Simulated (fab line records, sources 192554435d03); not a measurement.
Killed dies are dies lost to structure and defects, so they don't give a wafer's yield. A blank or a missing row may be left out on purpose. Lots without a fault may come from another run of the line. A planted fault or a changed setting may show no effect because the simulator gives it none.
A struck lot beside a sound one | flow n5_finfet | 35 steps out of a route of 1938
Sound: wafers L913.2, L913.3, L913.4. Struck: wafers L908.1, L908.3, L908.4. The cause comes at the end.
At each step with rows: each side's tool, then ch and its chambers, then its first start. Under that, the readings that differ: sound wafers | struck wafers | difference of the means | sigmas: that difference in standard deviations of wafers without a fault.
alike: readings whose means differ by less than 2 such deviations, and words and numbers that are the same on both sides. not compared: withheld readings, readings that some wafer has no value for, bounds like >300 that may hide the same value, and numbers for which the record gives no deviation and whose values overlap.
The two part at a step that has a row with sigmas, a row that says differs or no value, or rows on one side only. Numbers that don't overlap but have no deviation are shown without sigmas and don't part them. A reading that every wafer of one side lacks parts them only if that side has two wafers or more.

first, 11 steps without rows for these wafers: N5_BEOL_M4_ANNEAL_89 (time 240 s); N5_BEOL_M4_SPUTTER_90 (material Cu, target thk 4.5 nm, time 8.29 s); N5_BEOL_M4_ANNEAL_91 (time 240 s); N5_BEOL_M4_SPUTTER_92 (material Cu, target thk 4.5 nm, time 8.29 s); N5_BEOL_M4_ANNEAL_93 (time 240 s); N5_BEOL_M4_SPUTTER_94 (material Cu, target thk 4.5 nm, time 8.29 s); N5_BEOL_M4_ANNEAL_95 (time 240 s); N5_BEOL_M4_SPUTTER_96 (material Cu, target thk 4.5 nm, time 8.29 s); N5_BEOL_M4_ECD_50 (material Cu, target thk 300 nm); N5_BEOL_M4_ANNEAL_51 (time 90 s); N5_BEOL_M4_CMP_52 (polishes, stops on SiOC, t overpolish 6.8 s, target thk 40 nm).
N5_BEOL_M4_PRE_CLEAN_60: time 15 s.
  sound on cvd_co-02 ch 0,1, day 11 01:28; struck on cvd_co-01 ch 1,2, day 10 20:17
  alike: heater_power_w
then, 22 steps without rows for these wafers: N5_BEOL_M4_CO_CAP_55 (material Co, precursor CCTBA/H2, target thk 2 nm, time 102.1 s); N5_BEOL_M4_PRE_CLEAN_56 (time 15 s); N5_BEOL_M4_DEP_57 (deposits SiCN from 3MS/NH3, target thk 8 nm, time 14 s); N5_BEOL_M5_ILD_DEP_00 (deposits SiCOH lowk from DEMS/porogen, target thk 140.64 nm, time 25.9 s); N5_BEOL_M5_CURE_79 (cures SiCOH lowk, time 240 s); N5_BEOL_M5_PECVD_70 (deposits SiO2 from TEOS/O2, target thk 16 nm, time 18 s); N5_BEOL_M5_HM_DEP_02 (deposits TiN, target thk 20 nm); N5_BEOL_M5_COAT_59 (time 60 s, resist thk 60 nm); N5_BEOL_M5_COAT_60 (time 60 s, resist thk 12 nm); N5_BEOL_M5_COAT_71 (time 60 s, resist thk 5 nm); N5_BEOL_M5_COAT_05 (resist thk 30 nm); N5_BEOL_M5_EBR_07; N5_BEOL_M5_SOFTBAKE_06 (time 60 s); N5_BEOL_M5_EXPOSE_08 (exposes mask M5, target cd 28 nm); N5_BEOL_M5_PEB_09 (peb time 60 s); N5_BEOL_M5_DEVELOP_10 (develop time 30 s); N5_BEOL_M5_DESCUM_16 (chemistry O2, time 7 s); N5_BEOL_M5_ETCH_72 (etches underlayer in N2/H2, target depth 6.5 nm, time 5.2 s); N5_BEOL_M5_ETCH_61 (etches SiARC in CF4, target depth 15.6 nm, time 26 s); N5_BEOL_M5_ETCH_62 (etches SOC in N2/H2, target depth 75 nm, overetch 15 nm, time 112.5 s); N5_BEOL_M5_STRIP_63 (strips in N2/H2); N5_BEOL_M5_STRIP_73 (strips in N2/H2).
-- the record jumps here: 5 days lie between the struck wafers' starts before and after (it left off in module BEOL_M5 and takes up again in module PASSIVATION, whose first step shown is number 1936 of the route) --
N5_PASSIVATION_PROBE_49:
  sound on prober-02, day 15 13:58; struck on prober-01, day 15 09:40
  reading                  | sound          | struck         | difference | sigmas
  defect_limited_yield (%) | 90.8 90.7 92.5 | 85.3 79.7 79.7 | -9.8       | -6
  killed_at_M4_up          | 14 16 14       | 85 129 143     | +104       | +18
  killed_dies              | 109 110 88     | 174 240 240    | +116       | +6
  sort_bin_5_function (%)  | 5.3 5.0 4.4    | 9.6 11.3 13.7  | +6.6       | +6
  sort_n_pass              | 1071 1070 1092 | 1006 940 940   | -116       | -6
  sort_yield_pct (%)       | 90.8 90.7 92.5 | 85.3 79.7 79.7 | -9.8       | -6
  alike: killed_at_M0_to_M3, killed_at_contacts, killed_at_front_end, killed_at_other, killed_open, killed_short, sort_bin_6_memory

WHERE THEY PART
Only at N5_PASSIVATION_PROBE_49, within this record.

WHY: what the simulator had put in
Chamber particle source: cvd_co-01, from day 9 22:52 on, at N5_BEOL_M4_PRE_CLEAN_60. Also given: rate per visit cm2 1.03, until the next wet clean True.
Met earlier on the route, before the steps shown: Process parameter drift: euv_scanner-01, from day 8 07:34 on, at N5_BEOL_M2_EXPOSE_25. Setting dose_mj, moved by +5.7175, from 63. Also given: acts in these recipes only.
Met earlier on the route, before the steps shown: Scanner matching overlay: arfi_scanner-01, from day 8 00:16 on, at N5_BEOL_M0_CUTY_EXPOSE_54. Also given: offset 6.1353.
